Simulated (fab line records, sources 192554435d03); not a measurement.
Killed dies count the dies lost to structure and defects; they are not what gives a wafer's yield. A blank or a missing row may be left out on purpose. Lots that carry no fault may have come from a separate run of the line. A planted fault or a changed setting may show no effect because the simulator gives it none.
Lot-split experiment | flow n5Finfet | route with 1938 steps; 4 lots, 21 wafers read

== ON THE SPLIT ==
At N5_BEOL_M15_COAT_58 (time 60 s, resist thk 89 nm), the setting spinRpm was moved away from the recipe's 1500 rpm on 9 of the 21 wafers read, by -6.3% to +10.9%. All remaining wafers had this setting at the recipe value.

== FROM THE SPLIT TO THE READING: what the file shows between them, 3 steps ==
- N5_BEOL_M15_COAT_04: resist thk 800 nm
- N5_BEOL_M15_EBR_06
- N5_BEOL_M15_DESCUM_15: chemistry O2, time 7.9 s

== THE READING ==
etch.depthNm (the simulator's own value, which no gauge read), in nm, at N5_BEOL_M15_ETCH_59 (etches BARC in N2/H2, target depth 89 nm, overetch 26.7 nm, time 67.9 s). The file does not state a usual value for it. Across the 12 wafers here that went through the recipe, the average is 88.99 nm and the standard deviation 0.2 nm.

wafer  | tool, chamber at the split | spinRpm as run, rpm | against the recipe | etch.depthNm, nm | against lot-mates on the recipe
L077.1 | lithoTrack-01, 0           | 1664                | +10.9%             | 84.34            | -4.53
L077.2 | lithoTrack-01, 0           | 1500                | recipe             | 88.71            | -
L077.3 | lithoTrack-01, 0           | 1500                | recipe             | 88.81            | -
L077.4 | lithoTrack-01, 0           | 1664                | +10.9%             | 84.3             | -4.57
L077.5 | lithoTrack-01, 0           | 1664                | +10.9%             | 84.37            | -4.50
L077.6 | lithoTrack-01, 0           | 1500                | recipe             | 89.1             | -
L084.1 | lithoTrack-04, 0           | 1500                | recipe             | 89.04            | -
L084.2 | lithoTrack-04, 0           | 1500                | recipe             | 88.89            | -
L084.3 | lithoTrack-04, 0           | 1570                | +4.7%              | 86.81            | -2.03
L084.4 | lithoTrack-04, 0           | 1570                | +4.7%              | 86.78            | -2.06
L084.5 | lithoTrack-04, 0           | 1570                | +4.7%              | 86.75            | -2.09
L084.6 | lithoTrack-04, 0           | 1500                | recipe             | 88.6             | -
L083.4 | lithoTrack-04, 0           | 1500                | recipe             | 88.96            | -
L083.5 | lithoTrack-04, 0           | 1500                | recipe             | 89.2             | -
L083.6 | lithoTrack-04, 0           | 1500                | recipe             | 88.98            | -
L089.1 | lithoTrack-01, 0           | 1406                | -6.3%              | 92.09            | +2.88
L089.2 | lithoTrack-01, 0           | 1500                | recipe             | 89.18            | -
L089.3 | lithoTrack-01, 0           | 1500                | recipe             | 89.15            | -
L089.4 | lithoTrack-01, 0           | 1406                | -6.3%              | 91.84            | +2.63
L089.5 | lithoTrack-01, 0           | 1406                | -6.3%              | 91.99            | +2.78
L089.6 | lithoTrack-01, 0           | 1500                | recipe             | 89.3             | -

THE FIT
A straight line over all 21 wafers: etch.depthNm changes by -0.444 nm for each +1% of spinRpm; r = -1.00; the points scatter about the line by 0.2 nm.
The same after taking each lot's own level away (the mean of its wafers on the recipe; 21 wafers): -0.425 nm for each +1%; r = -1.00; scatter 0.13 nm.
Per that fit: largest spinRpm move, reading shift of 4.6 nm.
The span of the lots' own levels, 88.843 to 89.210 nm, comes to 1.8 times the standard deviation stated above.
So the lot-to-lot level changes the slope little: the two slopes agree.
Check: with one of the wafers moved furthest among these (+10.9%) left out of the fit, the line predicts -4.65 nm for it against its lot-mates. Against them it came out at -4.53 nm.

== FURTHER SPLITS ON THESE WAFERS ==
Other splits were also applied to these wafers ahead of the reading. Each is held against what the fit with the lots' levels taken away leaves over:
other split on the same wafers | wafers away from the commonest value | r with etch.depthNm (lot level and that fit taken away)
N5_BEOL_M13_ILD_DEP_00 timeS   | 9                                    | -0.09

== THE WHOLE CHAIN: every reading that the file lists as answering this split, in the file's order ==
step                | what it does                                                            | reading                                                                         | change (the file's fit)               | r (the file's)
N5_BEOL_M15_COAT_58 | time 60 s, resist thk 89 nm                                             | BARC_of_BEOL_M15_COAT_58.thkNm (the simulator's own value, which no gauge read) | -0.421 nm for each +1% of the setting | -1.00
N5_BEOL_M15_ETCH_59 | etches BARC in N2/H2, target depth 89 nm, overetch 26.7 nm, time 67.9 s | etch.depthNm (the simulator's own value, which no gauge read)                   | -0.424 nm for each +1% of the setting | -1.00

== THE FILE'S OWN FIT ==
etch.depthNm changes by -0.424 nm for each +1% of spinRpm, r = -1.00.
